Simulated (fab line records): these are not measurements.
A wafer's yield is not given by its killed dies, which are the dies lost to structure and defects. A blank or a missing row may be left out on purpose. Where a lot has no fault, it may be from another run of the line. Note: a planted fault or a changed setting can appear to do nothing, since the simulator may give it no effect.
A struck lot beside a sound one -- flow nand_harc -- 16 steps out of a route of 1159
Sound: these wafers, L130.1, L130.3, L130.4. Struck: wafer L145.5; the same lot's L145.4 was not struck, so it is left out; see the end for the cause.
At each step with rows: each side's tool, then ch and its chambers, then its first start. Under that, the readings that differ: sound wafers -- struck wafers -- difference of the means -- sigmas: that difference in standard deviations of wafers without a fault.
alike: a reading whose means differ by less than 2 such deviations, as well as words and numbers matching on both sides. not compared: withheld readings; readings where some wafer has no value; bounds like >300 that might hide an equal value; numbers whose values overlap and for which the record gives no deviation.
The two part at a step that has a row with sigmas, a row that says differs or no value, or rows on one side only. Numbers that don't overlap but have no deviation are shown without sigmas and don't part them. A reading missing from all wafers of one side parts the sides only when that side holds two or more wafers.

NHARC_P_START_INSPECT_01:
  sound: defect_inspect-02 at day 3 00:02; struck: defect_inspect-01 at day 6 18:02
  alike: raw_defect_count
then, 9 steps without rows for these wafers: NHARC_P_ZERO_WELL_PRECLEAN_00 (cleans in SPM, time 600 s); NHARC_P_ZERO_WELL_SRD_01; NHARC_P_ZERO_WELL_PECVD_02 (deposits SiO2, target thk 10 nm); NHARC_P_ZERO_WELL_DEHYDRATE_03 (time 120 s); NHARC_P_ZERO_WELL_HMDS_04 (time 30 s); NHARC_P_ZERO_WELL_COAT_64 (time 65 s); NHARC_P_ZERO_WELL_COAT_05 (resist thk 600 nm); NHARC_P_ZERO_WELL_SOFTBAKE_06 (time 70 s); NHARC_P_ZERO_WELL_EBR_07.
NHARC_P_ZERO_WELL_EXPOSE_08: exposes mask P ZERO, target cd 500 nm.
  sound on krf_scanner-01 ch 0, day 3 00:58; struck on krf_scanner-01 ch 0, day 6 19:06
  alike: mask
then, 2 steps without rows for these wafers: NHARC_P_ZERO_WELL_PEB_09 (peb time 80 s); NHARC_P_ZERO_WELL_DEVELOP_10 (time 50 s).
NHARC_P_ZERO_WELL_CD_MEAS_11 targets a cd of 500 nm.
  sound on cd_sem-01 ch 0, day 3 01:07; struck on cd_sem-01 ch 0, day 6 19:14
reading,sound,struck,difference,sigmas
cd_nm (nm),498.7 499.6 499.8,505.5,+6.1,+5
then, 1 step without rows for these wafers: NHARC_P_ZERO_WELL_HARDBAKE_12 (time 65 s).
-- record jumps: 18 days between struck wafers' starts before vs after; left off in module P_ZERO_WELL, resumes in module END, first step shown is number 1159 of the route --
NHARC_END_SORT_01:
  the record has rows for the struck wafers here (prober-01 ch 0, day 24 10:32) and none for the sound ones

## WHERE THEY PART
Last at NHARC_END_SORT_01 as far as this record goes, first at NHARC_P_ZERO_WELL_CD_MEAS_11.

WHY: whatever the simulator had introduced
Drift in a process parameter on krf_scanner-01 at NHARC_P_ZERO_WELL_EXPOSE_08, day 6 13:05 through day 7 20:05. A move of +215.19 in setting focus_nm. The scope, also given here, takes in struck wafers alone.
